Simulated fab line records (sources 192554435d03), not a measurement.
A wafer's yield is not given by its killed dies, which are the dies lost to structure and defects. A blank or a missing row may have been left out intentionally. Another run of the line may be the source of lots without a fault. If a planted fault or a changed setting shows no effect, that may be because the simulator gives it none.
Chamber matching	flow n5-finfet	rie-diel-01 running N5_SDB_HM_OPEN_20: 4 sister chambers
The step chemistry CH3F/O2, target SiNx, stops on poly-Si, target depth 24 nm. 8 wafers are shown with their chamber, then 9 later ones without.

WAFERS WITH THEIR CHAMBER
wafer	chamber	showerhead-plenum-p-Torr (Torr)	rf-vpp-V (V)
L081.6	3	1.96	300
L082.1	2	1.89	291
L082.5	2	1.89	290
L085.1	1	2.07	305
L085.3	3	1.96	302
L087.1	0	2.06	304
L087.5	0	2.06	303
L087.6	1	2.06	307

WAFERS WHOSE CHAMBER IS MISSING
wafer	showerhead-plenum-p-Torr (Torr)	rf-vpp-V (V)
L088.1	2.06	307
L088.2	2.13	295
L088.5	2.06	308
L091.2	2.06	307
L091.3	2.13	295
L091.5	2.06	306
L092.1	2.06	305
L092.4	2.13	296
L092.6	2.06	304

CHAMBER TAKEN BY EACH
wafer	from the rows above	in truth
L088.1	can't be placed: 1 or 0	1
L088.2	can't be placed: 1 or 0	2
L088.5	can't be placed: 1 or 0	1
L091.2	can't be placed: 1 or 0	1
L091.3	can't be placed: 1 or 0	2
L091.5	can't be placed: 1 or 0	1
L092.1	can't be placed: 0 or 1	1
L092.4	can't be placed: 1 or 0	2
L092.6	can't be placed: 0 or 1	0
0 of 9 placed correctly. These rows do not allow placing 9 (true chamber among the candidates in 6). 0 placed wrongly.
How it was worked out, from the rows above alone: a wafer's distance from a chamber is the root of the sum, over the readings, of the square of ((its reading less the chamber's mean) divided by the reading's scatter). If the next closest chamber is less than 2 further off than the closest, the wafer can't be placed; otherwise it belongs to the closest. A chamber's mean is the mean of its shown wafers. The scatter: the root of (the sum of the squares of (reading less its chamber's mean) over the shown wafers, divided by (wafers less chambers)).
